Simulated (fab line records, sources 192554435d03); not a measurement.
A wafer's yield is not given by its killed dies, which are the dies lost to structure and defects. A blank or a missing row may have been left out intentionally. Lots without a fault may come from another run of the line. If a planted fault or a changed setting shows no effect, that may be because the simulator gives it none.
Split-lot trial | flow n5Finfet | route with 1938 steps; 7 lots, 21 wafers read

## ABOUT THE SPLIT
At N5_MOL_CONTACT_COAG_VIA_ETCH_117 (etches SiO2 in C4F6/O2, target depth 40 nm, overetch 8 nm, time 26 s), the setting biasW was moved away from the recipe's 455 W on 7 of the 21 wafers read, by -13.0% to +14.0%. All remaining wafers had this setting at the recipe value.

Reading taken at the split's own step.

## THE READING
rfVppV, in V, at N5_MOL_CONTACT_COAG_VIA_ETCH_117 (etches SiO2 in C4F6/O2, target depth 40 nm, overetch 8 nm, time 26 s). Typical for fault-free wafers on this fab line: 1584 V, with standard deviation 21 V.

wafer  | tool, chamber at the split | biasW as run, W | against the recipe | rfVppV, V | against lot-mates on the recipe
L074.2 | rieDiel-01, 1              | 455             | recipe             | 1597      | -
L074.4 | rieDiel-01, 0              | 455             | recipe             | 1633      | -
L074.6 | rieDiel-01, 0              | 455             | recipe             | 1633      | -
L075.2 | rieDiel-02, 2              | 455             | recipe             | 1617      | -
L075.5 | rieDiel-02, 2              | 455             | recipe             | 1616      | -
L075.6 | rieDiel-02, 1              | 455             | recipe             | 1588      | -
L080.1 | rieDiel-02, 3              | 396             | -13.0%             | 1439      | -150
L080.4 | rieDiel-02, 2              | 396             | -13.0%             | 1457      | -132
L080.5 | rieDiel-02, 0              | 455             | recipe             | 1589      | -
L086.2 | rieDiel-02, 0              | 432.7           | -4.9%              | 1531      | -62
L086.4 | rieDiel-02, 1              | 455             | recipe             | 1588      | -
L086.5 | rieDiel-02, 3              | 455             | recipe             | 1597      | -
L087.1 | rieDiel-04, 2              | 455             | recipe             | 1560      | -
L087.2 | rieDiel-04, 1              | 518.6           | +14.0%             | 1716      | +159
L087.6 | rieDiel-04, 1              | 455             | recipe             | 1554      | -
L095.1 | rieDiel-02, 0              | 517.4           | +13.7%             | 1749      | +160
L095.2 | rieDiel-02, 1              | 455             | recipe             | 1589      | -
L095.4 | rieDiel-02, 1              | 517.4           | +13.7%             | 1746      | +157
L096.1 | rieDiel-02, 1              | 455             | recipe             | 1589      | -
L096.2 | rieDiel-02, 0              | 507.7           | +11.6%             | 1724      | +132
L096.4 | rieDiel-02, 3              | 455             | recipe             | 1595      | -

FIT RESULTS
A straight line over all 21 wafers: rfVppV changes by +10.8 V for each +1% of biasW; r = +0.97; the points scatter about the line by 21 V.
The same after taking each lot's own level away (the mean of its wafers on the recipe; 21 wafers): +11.3 V for each +1%; r = +0.99; scatter 9.6 V.
Per that fit: largest biasW move, reading shift of 1.6e+02 V.
From 1557.0 to 1621.0 V: that is the span of the lots' own levels, equal to 3.0 times the standard deviation above.
The two slopes are in agreement: the lot-to-lot level therefore moves the slope only a little.
Check: with one of the wafers moved furthest among these (+14.0%) left out of the fit, the line predicts +158 V for it against its lot-mates. Against them it came out at +159 V.
Tool readings at the split's step, against how far the setting was moved: rfVppV r = +0.97.

## FURTHER SPLITS ON THESE WAFERS
These wafers also went through other splits before the reading. Each is held against what the fit with the lots' levels taken away leaves over:
other split on the same wafers        | wafers away from the commonest value | r with rfVppV (lot level and that fit taken away)
N5_SD_EPI_P_EPI_21 timeS              | 8                                    | -0.13
N5_SDB_HM_DEP_00 timeS                | 5                                    | +0.09
N5_MOL_CONTACT_COAG_ALD_27 aldCycles  | 6                                    | -0.15
N5_MOL_CONTACT_COAG_EXPOSE_81 doseMj  | 8                                    | -0.17
N5_MOL_CONTACT_COAG_ALD_133 aldCycles | 6                                    | +0.21

## THE FILE'S OWN FIT
rfVppV changes by +11.4 V for each +1% of biasW, r = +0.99.
